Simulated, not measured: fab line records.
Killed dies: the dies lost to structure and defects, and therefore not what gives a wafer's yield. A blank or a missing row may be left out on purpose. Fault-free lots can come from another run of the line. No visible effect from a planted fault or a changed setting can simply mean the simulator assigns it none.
fab line records	flow n5Finfet
record lots=24	wafers=72	lastDay=17
route steps=1938 shown BEOL_M7@1277 BEOL_M8@1365 BEOL_M9@1414
lots that met no fault: taken from a fault-free run of the same line
startH: hours from the record's opening day to when the first of the lot's shown wafers began	waitH: how many hours have passed since the lot's step before this one	" unchanged from the row above	L1.1+2: a single row standing in for several wafers	- no value, or no start given	* or withheld: withheld	< > ~ a bound
route shown NAME@n: NAME is a module with steps in the file, n the number in the route of the first one	usual: mean and standard deviation over wafers with no fault	same: alike in all rows	chamber/n: place in a boat	sites: the reading at each site	_std_site: their standard deviation	_edge_site: inner sites' mean taken away from outer sites' mean	radiusMm: for every site, how far away it sits from the centre of the wafer	mask NAME#n: copy n	behind: the most recent tool/chamber to have shaped the wafer	hold: why the lot went on hold/how many hours it stayed there/how the hold came to an end	device: the transistor (n, p or np) that didn't switch	end of line: the tests these same wafers got at the end of their route	step lacking rows: just its recipe	killed: dies that structure and defects cost at the first sort, which is not the same as the wafer's yield	map: per-die view of a wafer (x killed, . not killed, _ where there is no die)
set.NAME: the setting the step ran with; set.NAME@STEP: the setting that earlier step ran with	model.NAME: the simulator's own value behind a step, which no gauge read
steps of the route over a sample of lots; a table a step, a row a wafer
services: the hour from which a tool's chamber was out of use, counted from the record's first day as startH (under 0 if before that day), plus the number of hours and why
## steps
# step N5_BEOL_M7_OVL_MEAS_12
# recipe pointsPerWafer=44
# usual M7_OVL=0.1/0.68
lot.wafer	tool	chamber	startH	waitH	M7_OVL[nm]
L074.2	overlay-02	0	189.12	0.0	-0.8
L074.3	"	0	"	"	0.1
L074.4	"	0	"	"	-0.4
L075.1	overlay-01	0	209.10	0.0	-0.4
L075.4	"	0	"	"	0.6
L075.5	"	0	"	"	-0.6
L077.2	overlay-02	0	209.71	0.0	-0.6
L077.3	"	0	"	"	0.3
L077.4	"	0	"	"	-0.2
L076.3	overlay-01	0	209.95	0.0	-0.2
L076.5	"	0	"	"	-0.2
L076.6	"	0	"	"	1.0
L079.1	overlay-02	0	214.45	0.0	-0.9
L079.4	"	0	"	"	-0.9
L079.6	"	0	"	"	-0.4
L078.1	overlay-02	0	214.61	0.0	0.1
L078.4	"	0	"	"	-0.2
L078.5	"	0	"	"	0.7
L080.3	overlay-01	0	228.53	0.0	0.9
L080.4	"	0	"	"	0.1
L080.5	"	0	"	"	0.6
L081.3	overlay-02	0	236.00	0.0	-0.5
L081.5	"	0	"	"	-0.1
L081.6	"	0	"	"	-0.8
L082.1	overlay-02	0	239.70	0.0	0.5
L082.4	"	0	"	"	0.7
L082.6	"	0	"	"	1.2
L083.1	overlay-01	0	246.00	0.0	0.4
L083.4	"	0	"	"	0.7
L083.5	"	0	"	"	-0.3
L085.3	overlay-02	0	260.75	0.0	-0.4
L085.5	"	0	"	"	-1.1
L085.6	"	0	"	"	-0.1
L086.1	overlay-01	0	269.44	0.0	0.6
L086.5	"	0	"	"	0.1
L086.6	"	0	"	"	1.1
L084.1	overlay-01	0	271.50	0.0	-0.2
L084.2	"	0	"	"	-0.8
L084.6	"	0	"	"	0.2
L088.2	overlay-02	0	275.34	0.0	0.6
L088.5	"	0	"	"	0.9
L088.6	"	0	"	"	0.9
L087.1	overlay-02	0	283.20	0.0	1.3
L087.2	"	0	"	"	1.0
L087.3	"	0	"	"	0.8
L089.1	overlay-02	0	283.37	0.0	-0.5
L089.4	"	0	"	"	0.6
L089.6	"	0	"	"	0.0
L090.2	overlay-02	0	289.47	0.0	0.5
L090.3	"	0	"	"	-0.5
L090.6	"	0	"	"	-0.4
L091.1	overlay-01	0	289.51	0.0	0.0
L091.2	"	0	"	"	0.2
L091.3	"	0	"	"	0.4
L093.1	overlay-01	0	300.33	0.0	0.8
L093.5	"	0	"	"	0.0
L093.6	"	0	"	"	0.4
L092.2	overlay-01	0	307.33	0.0	-0.1
L092.4	"	0	"	"	0.1
L092.5	"	0	"	"	-0.4
L094.1	overlay-02	0	321.32	0.0	1.7
L094.3	"	0	"	"	2.6
L094.4	"	0	"	"	0.4
L095.2	overlay-02	0	326.78	0.0	0.5
L095.4	"	0	"	"	-0.5
L095.5	"	0	"	"	-0.5
L096.1	overlay-01	0	330.80	0.0	0.1
L096.3	"	0	"	"	-0.5
L096.6	"	0	"	"	0.2
L097.3	overlay-01	0	340.04	0.0	-0.1
L097.4	"	0	"	"	-1.0
L097.6	"	0	"	"	-1.2
# step N5_BEOL_M8_CD_MEAS_28
# recipe targetCdNm=40	landingEnergyEv=500	detector=seInlens
# usual cdNm=40.01/0.21
lot.wafer	tool	chamber	startH	waitH	cdNm
L074.2	cdSem-01	0	202.99	-	40.07
L074.3	"	0	"	"	40.02
L074.4	"	0	"	"	39.85
L075.1	cdSem-03	0	218.59	-	40.35
L075.4	"	0	"	"	40.50
L075.5	"	0	"	"	40.32
L077.2	cdSem-02	0	220.78	-	39.65
L077.3	"	0	"	"	40.13
L077.4	"	0	"	"	40.11
L076.3	cdSem-03	0	220.82	-	39.95
L076.5	"	0	"	"	39.59
L076.6	"	0	"	"	39.71
L079.1	cdSem-02	0	223.22	-	40.62
L079.4	"	0	"	"	40.42
L079.6	"	0	"	"	40.13
L078.1	cdSem-02	0	223.39	-	40.15
L078.4	"	0	"	"	39.73
L078.5	"	0	"	"	39.94
L080.3	cdSem-02	0	238.17	-	39.99
L080.4	"	0	"	"	39.83
L080.5	"	0	"	"	40.06
L082.1	cdSem-02	0	248.56	-	39.80
L082.4	"	0	"	"	40.13
L082.6	"	0	"	"	40.34
L081.3	cdSem-01	0	248.73	-	39.98
L081.5	"	0	"	"	39.61
L081.6	"	0	"	"	39.77
L083.1	cdSem-02	0	256.55	-	39.93
L083.4	"	0	"	"	39.83
L083.5	"	0	"	"	39.72
L085.3	cdSem-01	0	270.09	-	40.08
L085.5	"	0	"	"	39.89
L085.6	"	0	"	"	40.00
L086.1	cdSem-03	0	278.33	-	39.83
L086.5	"	0	"	"	40.17
L086.6	"	0	"	"	40.14
L084.1	cdSem-03	0	281.55	-	39.89
L084.2	"	0	"	"	40.10
L084.6	"	0	"	"	40.17
L088.2	cdSem-02	0	284.65	-	40.02
L088.5	"	0	"	"	40.11
L088.6	"	0	"	"	40.04
L087.1	cdSem-01	0	291.93	-	39.91
L087.2	"	0	"	"	39.96
L087.3	"	0	"	"	39.64
L089.1	cdSem-01	0	293.55	-	39.90
L089.4	"	0	"	"	39.84
L089.6	"	0	"	"	39.84
L091.1	cdSem-02	0	299.90	-	39.77
L091.2	"	0	"	"	40.28
L091.3	"	0	"	"	40.04
L090.2	cdSem-02	0	300.10	-	40.17
L090.3	"	0	"	"	40.24
L090.6	"	0	"	"	40.09
L093.1	cdSem-01	0	308.48	-	39.98
L093.5	"	0	"	"	39.77
L093.6	"	0	"	"	39.82
L092.2	cdSem-03	0	319.77	-	40.04
L092.4	"	0	"	"	39.60
L092.5	"	0	"	"	39.75
L094.1	cdSem-03	0	335.75	-	39.71
L094.3	"	0	"	"	39.88
L094.4	"	0	"	"	39.93
L095.2	cdSem-02	0	338.39	-	39.77
L095.4	"	0	"	"	40.16
L095.5	"	0	"	"	39.85
L096.1	cdSem-02	0	341.84	-	40.02
L096.3	"	0	"	"	40.52
L096.6	"	0	"	"	40.21
L097.3	cdSem-01	0	348.52	-	40.45
L097.4	"	0	"	"	40.21
L097.6	"	0	"	"	39.99
# step N5_BEOL_M8_CMP_52
# recipe stopOn=SiCOH_lowk	tOverpolishS=6.9	downForcePsi=1	platenRpm=50	clearingPlatenDownForcePsi=1.5	clearingPlatenRpm=50	postCmpClean=cuAlkaline	targetThkNm=80	clearingPlatenPadVelocityMS=0.99484	padVelocityMS=0.99484
# usual barrierFieldEndpointS=28.8/0.67	headPressurePsi=1.0002/0.0023	motorCurrentA=6.3/0.69	overpolishRunS=6.901/0.0087	timeToEndpointS=62.0/2.6
lot.wafer	tool	chamber	startH	waitH	barrierFieldEndpointS	headPressurePsi	motorCurrentA	overpolishRunS	timeToEndpointS
L074.4	cmp-02	3	206.46	0.5	28.4	1.0004	5.8	6.901	64.1
L074.2	"	0	"	"	28.1	1.0028	5.3	6.898	61.9
L074.3	"	2	"	"	28.8	1.0014	5.7	6.910	63.3
L075.4	cmp-01	3	222.00	0.1	28.8	0.9983	6.7	6.892	62.8
L075.1	"	1	"	"	29.4	1.0041	5.4	6.903	69.1
L075.5	"	0	"	"	29.1	0.9995	7.8	6.905	62.7
L077.3	cmp-02	2	224.48	0.6	29.0	1.0011	5.8	6.896	66.0
L077.2	"	3	"	"	28.3	1.0001	5.6	6.900	60.1
L077.4	"	0	"	"	29.1	1.0026	5.3	6.917	62.3
L076.3	cmp-01	1	224.94	0.4	29.1	0.9963	5.5	6.907	60.9
L076.6	"	2	"	"	28.8	0.9984	6.5	6.898	60.8
L076.5	"	3	"	"	28.6	1.0010	6.9	6.906	56.9
L079.1	cmp-02	3	225.60	0.3	27.7	0.9996	5.6	6.905	65.0
L079.4	"	0	"	"	28.2	1.0042	4.9	6.902	61.0
L079.6	"	2	"	"	29.0	1.0025	5.7	6.907	66.3
L078.1	cmp-02	0	229.15	0.3	28.0	1.0015	5.2	6.913	58.3
L078.4	"	2	"	"	27.8	1.0040	5.5	6.901	59.8
L078.5	"	0	"	"	28.3	0.9995	5.1	6.901	59.0
L080.3	cmp-02	1	242.82	0.3	29.3	0.9993	7.0	6.895	59.4
L080.4	"	0	"	"	28.9	0.9959	5.5	6.888	58.3
L080.5	"	1	"	"	29.1	0.9984	6.8	6.910	59.2
L082.1	cmp-03	1	252.23	0.3	28.7	1.0011	6.4	6.908	62.8
L082.4	"	2	"	"	30.0	0.9988	7.0	6.912	65.6
L082.6	"	0	"	"	29.7	0.9991	6.0	6.908	64.6
L081.3	cmp-03	2	253.31	0.2	28.4	0.9966	7.0	6.894	60.9
L081.6	"	1	"	"	28.0	0.9978	6.9	6.907	59.7
L081.5	"	2	"	"	29.7	0.9995	6.8	6.909	62.1
L083.4	cmp-02	0	261.14	0.2	28.1	0.9974	5.4	6.884	56.4
L083.1	"	1	"	"	28.0	1.0012	6.9	6.890	57.8
L083.5	"	2	"	"	28.9	0.9976	5.6	6.891	59.6
L085.3	cmp-02	0	274.64	0.3	29.3	1.0035	5.1	6.892	59.4
L085.6	"	1	"	"	28.5	0.9998	6.9	6.888	55.8
L085.5	"	2	"	"	30.2	1.0011	6.0	6.898	60.1
L086.1	cmp-01	3	282.38	0.4	28.4	0.9992	6.6	6.900	57.9
L086.6	"	0	"	"	29.4	0.9953	7.6	6.903	61.6
L086.5	"	1	"	"	29.8	1.0018	5.4	6.907	62.7
L084.2	cmp-02	2	285.42	0.3	28.6	1.0015	5.8	6.901	59.6
L084.1	"	3	"	"	28.6	1.0006	5.7	6.889	61.1
L084.6	"	1	"	"	29.5	1.0002	6.9	6.876	60.1
L088.2	cmp-02	1	288.74	0.5	28.1	0.9993	6.8	6.907	60.2
L088.5	"	2	"	"	29.5	0.9990	5.8	6.915	63.8
L088.6	"	3	"	"	28.8	1.0019	5.6	6.902	63.1
L087.2	cmp-01	3	295.68	0.2	29.0	0.9990	6.7	6.907	60.9
L087.3	"	0	"	"	29.1	1.0027	7.4	6.899	63.0
L087.1	"	1	"	"	30.2	1.0004	5.6	6.914	66.5
L089.4	cmp-03	3	296.73	0.1	29.2	0.9963	6.5	6.895	61.1
L089.1	"	2	"	"	30.2	1.0017	6.8	6.902	63.7
L089.6	"	3	"	"	29.5	1.0009	6.3	6.899	62.1
L091.3	cmp-01	0	302.33	0.2	28.1	0.9982	7.5	6.901	62.8
L091.1	"	1	"	"	30.2	0.9988	5.2	6.888	68.9
L091.2	"	3	"	"	28.4	0.9995	7.0	6.901	60.9
L090.2	cmp-03	0	303.11	0.2	28.8	0.9963	6.0	6.900	63.9
L090.3	"	3	"	"	28.1	0.9996	6.1	6.901	62.7
L090.6	"	1	"	"	27.8	0.9990	6.7	6.890	60.6
L093.1	cmp-01	3	313.08	0.3	28.0	1.0024	6.4	6.900	61.1
L093.6	"	3	"	"	28.5	0.9965	6.3	6.888	62.2
L093.5	"	0	"	"	28.3	1.0042	7.2	6.909	61.5
L092.2	cmp-01	1	322.77	0.3	28.5	1.0009	5.7	6.899	67.1
L092.4	"	3	"	"	28.8	1.0002	6.7	6.901	64.1
L092.5	"	1	"	"	28.5	1.0024	5.8	6.890	67.2
L094.4	cmp-02	0	338.56	0.1	29.2	0.9996	5.0	6.897	64.7
L094.3	"	1	"	"	28.3	1.0015	7.0	6.902	65.3
L094.1	"	2	"	"	29.2	1.0026	5.8	6.879	69.5
L095.4	cmp-01	0	341.10	0.1	28.9	0.9995	7.7	6.897	61.1
L095.2	"	1	"	"	29.7	1.0008	5.4	6.917	64.9
L095.5	"	0	"	"	29.2	1.0006	7.0	6.908	59.4
L096.3	cmp-03	0	344.58	0.2	28.4	0.9943	6.1	6.904	60.5
L096.1	"	2	"	"	29.0	0.9974	6.2	6.900	61.0
L096.6	"	1	"	"	28.7	1.0011	6.7	6.906	61.3
L097.4	cmp-03	1	352.52	0.2	27.5	1.0001	6.4	6.876	57.7
L097.3	"	3	"	"	28.3	0.9974	6.4	6.894	59.1
L097.6	"	0	"	"	28.5	0.9993	5.9	6.893	61.5
# step N5_BEOL_M9_CD_MEAS_11
# recipe targetCdNm=64.1	landingEnergyEv=500	detector=seInlens	polarity=opening
# usual cdNm=64.0/0.49
lot.wafer	tool	chamber	startH	waitH	cdNm
L074.2	cdSem-03	0	209.18	-	64.3
L074.3	"	0	"	"	63.5
L074.4	"	0	"	"	64.0
L075.1	cdSem-02	0	224.60	-	64.9
L075.4	"	0	"	"	65.0
L075.5	"	0	"	"	64.4
L077.2	cdSem-03	0	228.60	-	63.7
L077.3	"	0	"	"	64.0
L077.4	"	0	"	"	63.4
L076.3	cdSem-01	0	228.64	-	64.3
L076.5	"	0	"	"	63.8
L076.6	"	0	"	"	63.7
L079.1	cdSem-02	0	228.68	-	64.5
L079.4	"	0	"	"	64.7
L079.6	"	0	"	"	64.5
L078.1	cdSem-01	0	231.31	-	64.1
L078.4	"	0	"	"	64.2
L078.5	"	0	"	"	63.5
L080.3	cdSem-02	0	245.90	-	64.4
L080.4	"	0	"	"	63.8
L080.5	"	0	"	"	64.3
L082.1	cdSem-02	0	255.40	-	65.1
L082.4	"	0	"	"	64.6
L082.6	"	0	"	"	65.0
L081.3	cdSem-01	0	256.00	-	63.2
L081.5	"	0	"	"	63.9
L081.6	"	0	"	"	64.1
L083.1	cdSem-03	0	264.79	-	63.7
L083.4	"	0	"	"	63.1
L083.5	"	0	"	"	64.0
L085.3	cdSem-03	0	276.71	-	64.2
L085.5	"	0	"	"	63.8
L085.6	"	0	"	"	64.0
L086.1	cdSem-02	0	285.94	-	64.7
L086.5	"	0	"	"	64.4
L086.6	"	0	"	"	63.7
L084.1	cdSem-02	0	288.56	-	63.2
L084.2	"	0	"	"	64.1
L084.6	"	0	"	"	63.7
L088.2	cdSem-02	0	292.58	-	64.2
L088.5	"	0	"	"	63.0
L088.6	"	0	"	"	63.0
L087.1	cdSem-02	0	297.56	-	63.6
L087.2	"	0	"	"	64.0
L087.3	"	0	"	"	64.3
L089.1	cdSem-01	0	300.10	-	64.1
L089.4	"	0	"	"	64.0
L089.6	"	0	"	"	64.0
L091.1	cdSem-01	0	304.20	-	63.6
L091.2	"	0	"	"	63.8
L091.3	"	0	"	"	64.1
L090.2	cdSem-01	0	307.16	-	63.9
L090.3	"	0	"	"	63.8
L090.6	"	0	"	"	62.8
L093.1	cdSem-03	0	317.69	-	63.6
L093.5	"	0	"	"	63.7
L093.6	"	0	"	"	64.5
L092.2	cdSem-03	0	326.79	-	63.4
L092.4	"	0	"	"	63.5
L092.5	"	0	"	"	64.1
L094.1	cdSem-02	0	340.42	-	64.3
L094.3	"	0	"	"	64.7
L094.4	"	0	"	"	64.9
L095.2	cdSem-01	0	343.19	-	63.8
L095.4	"	0	"	"	63.7
L095.5	"	0	"	"	63.2
L096.1	cdSem-02	0	347.31	-	64.4
L096.3	"	0	"	"	64.2
L096.6	"	0	"	"	65.2
L097.3	cdSem-03	0	355.69	-	63.6
L097.4	"	0	"	"	63.7
L097.6	"	0	"	"	64.1
# step N5_BEOL_M9_ETCH_66
# recipe chemistry=N2/H2	target=SOC	targetDepthA=800	overetchA=160	maskMaterial=SiARC	tempC=40	timeS=120	ionEnergyEv=200	pressureMtorr=30	sourceW=840	biasW=150	n2FlowSccm=200	h2FlowSccm=200
# usual drypumpMotorCurrentA=5.7/0.5	oesProductAu=0.62/0.046	rfVppV=524.4/2.4	showerheadPlenumPTorr=2.56/0.078	throttleValvePct=17.69/0.18
# same timeS=120
lot.wafer	tool	chamber	startH	waitH	drypumpMotorCurrentA	oesProductAu	rfHoursCounterH	rfVppV	showerheadPlenumPTorr	throttleValvePct
L074.2	rieDiel-01	0	210.68	0.0	5.8	0.64	56	529.3	2.68	17.80
L074.3	"	3	"	"	5.5	0.66	43	525.3	2.58	17.65
L074.4	"	2	"	"	4.9	0.63	88	521.7	2.46	17.45
L075.1	rieDiel-01	1	227.43	0.0	5.7	0.59	150	525.2	2.55	17.76
L075.4	"	3	"	"	5.5	0.66	48	524.2	2.58	17.65
L075.5	"	3	"	"	5.5	0.66	-	525.1	2.58	17.64
L077.2	rieDiel-03	3	229.66	0.0	5.7	0.68	40	525.1	2.59	17.68
L077.3	"	1	"	"	6.6	0.55	215	525.0	2.62	17.87
L077.4	"	0	"	"	5.6	0.70	-	523.8	2.49	17.28
L076.3	rieDiel-03	1	230.08	0.0	6.6	0.55	215	525.4	2.62	17.88
L076.5	"	3	"	"	5.7	0.66	-	526.2	2.59	17.68
L076.6	"	1	"	"	6.6	0.55	-	527.2	2.62	17.88
L079.1	rieDiel-01	0	230.14	0.0	5.8	0.64	62	528.7	2.68	17.81
L079.4	"	1	"	"	5.7	0.59	150	523.9	2.55	17.77
L079.6	"	1	"	"	5.7	0.58	-	522.8	2.55	17.76
L078.1	rieDiel-03	3	232.55	0.0	5.7	0.66	41	524.0	2.59	17.68
L078.4	"	0	"	"	5.7	0.69	-	521.9	2.49	17.29
L078.5	"	1	"	"	6.6	0.55	-	526.8	2.62	17.87
L080.3	rieDiel-03	3	248.86	0.0	5.8	0.66	47	524.7	2.58	17.69
L080.4	"	1	"	"	6.6	0.55	-	525.8	2.62	17.90
L080.5	"	3	"	"	5.8	0.66	-	524.1	2.58	17.70
L082.1	rieDiel-01	2	256.67	0.0	4.9	0.62	103	522.4	2.46	17.47
L082.4	"	3	"	"	5.5	0.65	58	524.3	2.58	17.69
L082.6	"	1	"	"	5.7	0.59	-	523.4	2.55	17.78
L081.3	rieDiel-03	2	259.77	0.0	6.4	0.65	61	527.9	2.70	17.71
L081.5	"	2	"	"	6.4	0.64	-	526.9	2.70	17.70
L081.6	"	1	"	"	6.6	0.55	-	526.4	2.61	17.89
L083.1	rieDiel-01	1	266.05	0.0	5.7	0.58	162	523.0	2.54	17.79
L083.4	"	0	"	"	5.8	0.62	73	528.6	2.68	17.82
L083.5	"	3	"	"	5.5	0.64	-	524.4	2.58	17.68
L085.3	rieDiel-02	1	278.49	0.0	5.8	0.71	15	521.9	2.49	17.79
L085.5	"	2	"	"	5.1	0.59	-	520.9	2.45	17.83
L085.6	"	1	"	"	5.8	0.71	-	523.1	2.49	17.79
L086.1	rieDiel-01	2	287.35	0.0	4.9	0.61	113	521.0	2.45	17.48
L086.5	"	1	"	"	5.7	0.58	-	524.7	2.54	17.81
L086.6	"	2	"	"	4.8	0.61	-	521.2	2.45	17.48
L084.1	rieDiel-01	0	291.61	0.0	5.8	0.62	81	527.2	2.67	17.84
L084.2	"	2	"	"	4.9	0.60	114	521.2	2.45	17.51
L084.6	"	2	"	"	4.9	0.61	-	522.0	2.45	17.49
L088.2	rieDiel-01	3	293.84	0.0	5.6	0.64	69	526.6	2.57	17.67
L088.5	"	0	"	"	5.8	0.62	-	526.6	2.67	17.84
L088.6	"	1	"	"	5.7	0.58	-	522.9	2.54	17.80
L087.1	rieDiel-03	0	300.18	0.0	5.6	0.67	51	522.4	2.48	17.30
L087.2	"	1	"	"	6.6	0.54	239	525.5	2.61	17.92
L087.3	"	3	"	"	5.7	0.65	63	524.3	2.58	17.72
L089.1	rieDiel-01	1	301.96	0.0	5.7	0.57	174	523.3	2.54	17.80
L089.4	"	1	"	"	5.7	0.57	-	522.8	2.54	17.79
L089.6	"	3	"	"	5.5	0.64	-	524.7	2.57	17.68
L091.1	rieDiel-02	1	306.85	0.0	5.8	0.69	25	522.0	2.49	17.82
L091.2	"	0	"	"	6.1	0.56	186	526.6	2.64	17.66
L091.3	"	2	"	"	5.1	0.59	122	520.2	2.45	17.86
L090.2	rieDiel-03	3	308.60	0.0	5.8	0.65	65	524.0	2.57	17.71
L090.3	"	1	"	"	6.6	0.54	242	526.8	2.61	17.93
L090.6	"	0	"	"	5.7	0.67	-	523.1	2.48	17.31
L093.1	rieDiel-02	1	319.77	0.0	5.8	0.69	28	522.7	2.49	17.82
L093.5	"	3	"	"	4.9	0.70	-	524.8	2.59	17.54
L093.6	"	0	"	"	6.1	0.56	-	527.1	2.64	17.66
L092.2	rieDiel-01	0	329.58	0.0	5.8	0.61	87	527.6	2.67	17.87
L092.4	"	2	"	"	4.8	0.59	124	520.0	2.45	17.50
L092.5	"	1	"	"	5.7	0.57	-	523.8	2.54	17.83
L094.1	rieDiel-02	1	342.59	0.0	5.8	0.68	35	523.4	2.48	17.83
L094.3	"	0	"	"	6.1	0.55	196	526.1	2.64	17.68
L094.4	"	2	"	"	5.0	0.59	129	520.7	2.45	17.84
L095.2	rieDiel-01	3	345.12	0.0	5.5	0.62	86	525.2	2.56	17.74
L095.4	"	1	"	"	5.7	0.56	189	522.8	2.53	17.83
L095.5	"	1	"	"	5.7	0.57	-	523.3	2.53	17.82
L096.1	rieDiel-02	2	349.67	0.0	5.1	0.58	132	520.0	2.45	17.87
L096.3	"	0	"	"	6.1	0.55	199	527.3	2.64	17.67
L096.6	"	2	"	"	5.0	0.58	-	519.4	2.45	17.87
L097.3	rieDiel-03	3	356.91	0.1	5.8	0.63	-	523.7	2.57	17.75
L097.4	"	0	"	"	5.6	0.65	-	521.6	2.47	17.32
L097.6	"	0	"	"	5.6	0.65	-	521.5	2.47	17.34
# step N5_BEOL_M9_ALD_74
# recipe material=TaN	targetThkA=20	tempC=275	aldPrecursorFamily=PDMAT	aldCoReactant=NH3	pressureTorr=3	carrierFlowSccm=1500	pulseTimeS=2	purgeTimeS=3	coReactantPurgeTimeS=2	coReactantPulseTimeS=3	aldCycles=40	precursorVesselTempC=75	precursorVesselPressureTorr=26.25	precursorVesselCarrierSccm=1000
# usual heaterPowerW=418/46
lot.wafer	tool	chamber	startH	waitH	heaterPowerW
L074.2	aldMetal-04	2	213.72	0.2	471
L074.3	"	3	"	"	369
L074.4	"	1	"	"	394
L075.1	aldMetal-04	3	228.48	0.0	378
L075.4	"	1	"	"	383
L075.5	"	3	"	"	377
L077.2	aldMetal-01	2	230.90	0.0	413
L077.3	"	1	"	"	453
L077.4	"	0	"	"	380
L076.3	aldMetal-02	0	231.20	0.1	425
L076.5	"	1	"	"	384
L076.6	"	0	"	"	420
L079.1	aldMetal-01	1	231.88	0.1	446
L079.4	"	0	"	"	387
L079.6	"	0	"	"	385
L078.1	aldMetal-02	1	235.05	0.0	376
L078.4	"	0	"	"	424
L078.5	"	2	"	"	543
L080.3	aldMetal-01	3	250.14	0.2	366
L080.4	"	2	"	"	429
L080.5	"	1	"	"	444
L082.1	aldMetal-01	1	257.71	0.0	437
L082.4	"	3	"	"	362
L082.6	"	0	"	"	388
L081.3	aldMetal-02	0	261.14	0.1	426
L081.5	"	1	"	"	379
L081.6	"	0	"	"	422
L083.1	aldMetal-01	2	267.27	0.1	420
L083.4	"	1	"	"	449
L083.5	"	1	"	"	453
L085.3	aldMetal-02	2	279.51	0.0	535
L085.5	"	2	"	"	530
L085.6	"	1	"	"	373
L086.1	aldMetal-02	2	288.59	0.0	542
L086.5	"	0	"	"	433
L086.6	"	3	"	"	440
L084.1	aldMetal-01	2	293.10	0.1	423
L084.2	"	3	"	"	350
L084.6	"	1	"	"	453
L088.2	aldMetal-01	0	294.95	0.1	384
L088.5	"	0	"	"	383
L088.6	"	3	"	"	353
L087.1	aldMetal-02	3	301.46	0.1	446
L087.2	"	0	"	"	409
L087.3	"	2	"	"	544
L089.1	aldMetal-01	3	303.53	0.0	357
L089.4	"	1	"	"	446
L089.6	"	1	"	"	444
L091.1	aldMetal-01	2	308.14	0.1	426
L091.2	"	0	"	"	380
L091.3	"	1	"	"	443
L090.2	aldMetal-01	2	310.00	0.3	413
L090.3	"	0	"	"	389
L090.6	"	3	"	"	363
L093.1	aldMetal-04	3	320.80	0.0	384
L093.5	"	2	"	"	474
L093.6	"	1	"	"	386
L092.2	aldMetal-02	1	331.42	0.0	370
L092.4	"	3	"	"	436
L092.5	"	0	"	"	417
L094.1	aldMetal-04	3	343.62	0.0	368
L094.3	"	0	"	"	412
L094.4	"	2	"	"	477
L095.2	aldMetal-04	0	346.97	0.1	414
L095.4	"	3	"	"	377
L095.5	"	2	"	"	483
L096.1	aldMetal-04	3	350.90	0.2	378
L096.3	"	0	"	"	410
L096.6	"	1	"	"	389
L097.3	aldMetal-02	3	358.13	0.1	446
L097.4	"	1	"	"	381
L097.6	"	1	"	"	377
## services
tool	chamber	startH	hours	kind
aldMetal-02	3	208.65	4.7	repair
rieDiel-03	3	214.67	3.1	repair
rieDiel-01	0	216.59	1.2	repair
aldMetal-01	1	224.25	3.5	repair
rieDiel-03	2	224.91	9.3	repair
cmp-02	-	230.48	1.0	repair
aldMetal-01	-	240.47	2.8	pm
rieDiel-03	0	240.51	12.8	repair
cmp-01	-	240.96	2.3	repair
cmp-01	-	251.52	6.1	repair
cmp-02	-	264.59	5.4	pm
aldMetal-01	0	272.39	10.9	repair
cmp-01	-	288.57	4.0	pm
cmp-02	-	296.11	2.5	repair
rieDiel-01	0	301.30	18.0	repair
rieDiel-01	2	304.72	3.9	repair
aldMetal-02	-	306.64	2.8	pm
aldMetal-02	-	309.45	2.6	repair
cmp-02	-	316.20	11.3	repair
cmp-01	-	317.58	0.9	repair
aldMetal-01	-	337.37	14.0	pm
aldMetal-02	-	346.80	0.9	repair
rieDiel-03	-	349.76	2.8	pm
cmp-02	-	354.08	0.9	repair
## key
fault none
